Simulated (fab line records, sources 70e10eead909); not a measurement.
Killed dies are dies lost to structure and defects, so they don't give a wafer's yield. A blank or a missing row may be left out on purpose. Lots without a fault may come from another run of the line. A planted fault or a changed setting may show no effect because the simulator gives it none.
Chamber matching | flow nand_harc | NHARC_A_STAIRCASE_DEP_259 on pecvd-04: 3 sister chambers
The step deposits SiON, target thk 30 nm. 24 wafers are shown with their chamber, then 12 later ones without.

WAFERS WITH THEIR CHAMBER
wafer  | chamber | heater_power_w (W) | heater_power_outer_w (W) | susceptor_temp_C (C)
L076.1 | 2       | 579                | 348                      | 400.16
L076.2 | 1       | 980                | 602                      | 399.70
L076.3 | 0       | 764                | 494                      | 399.91
L078.2 | 0       | 827                | 536                      | 400.03
L078.5 | 1       | 842                | 499                      | 400.18
L078.6 | 0       | 821                | 538                      | 400.07
L077.1 | 1       | 830                | 500                      | 399.84
L077.2 | 2       | 528                | 319                      | 399.79
L077.5 | 0       | 797                | 525                      | 400.29
L081.2 | 2       | 619                | 379                      | 399.83
L081.3 | 1       | 987                | 608                      | 399.98
L081.6 | 0       | 808                | 514                      | 399.79
L080.3 | 1       | 863                | 502                      | 399.82
L080.4 | 2       | 571                | 344                      | 399.92
L080.6 | 1       | 867                | 500                      | 400.17
L082.1 | 1       | 1011               | 650                      | 399.91
L082.2 | 0       | 730                | 472                      | 399.92
L082.6 | 0       | 730                | 478                      | 399.84
L087.1 | 2       | 539                | 306                      | 400.06
L087.3 | 1       | 936                | 555                      | 400.14
L087.4 | 1       | 958                | 554                      | 400.46
L090.1 | 1       | 971                | 585                      | 400.07
L090.3 | 2       | 595                | 349                      | 400.14
L090.4 | 0       | 771                | 490                      | 400.06

SIGNATURES (means of the wafers above)
reading              | chamber 0 | chamber 1 | chamber 2 | scatter within a chamber
heater_power_w       | 781.00    | 924.50    | 571.83    | 52
heater_power_outer_w | 505.88    | 555.50    | 340.83    | 40.8
susceptor_temp_C     | 399.9887  | 400.0270  | 399.9833  | 0.189
Rule: a wafer's distance from a chamber is the root of the sum, over the readings, of the square of ((its reading less the chamber's mean) divided by the reading's scatter). The wafer belongs to the nearest chamber; if the next one is less than 2 further off, it can't be placed. The scatter: the root of (the sum of the squares of (reading less its chamber's mean) over the shown wafers, divided by (wafers less chambers)).

WAFERS WITHOUT THEIR CHAMBER
wafer  | heater_power_w (W) | heater_power_outer_w (W) | susceptor_temp_C (C)
L091.3 | 973                | 598                      | 399.91
L091.5 | 581                | 343                      | 399.93
L091.6 | 984                | 601                      | 400.05
L093.1 | 914                | 568                      | 399.69
L093.4 | 705                | 462                      | 400.21
L093.6 | 608                | 363                      | 399.86
L097.1 | 1053               | 641                      | 400.43
L097.3 | 594                | 354                      | 399.67
L097.6 | 602                | 357                      | 399.60
L095.1 | 1030               | 642                      | 399.55
L095.4 | 512                | 291                      | 399.86
L095.5 | 751                | 495                      | 400.08

WHICH CHAMBER EACH WENT THROUGH
wafer  | from the rows above     | in truth
L091.3 | 1                       | 1
L091.5 | 2                       | 2
L091.6 | 1                       | 1
L093.1 | can't be placed: 1 or 0 | 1
L093.4 | can't be placed: 0 or 2 | 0
L093.6 | 2                       | 2
L097.1 | 1                       | 1
L097.3 | 2                       | 2
L097.6 | 2                       | 2
L095.1 | 1                       | 1
L095.4 | 2                       | 2
L095.5 | 0                       | 0
Placed correctly: 10 of 12. Can't be placed from these rows: 2 (the true chamber is among the candidates in 2). Placed wrongly: 0.
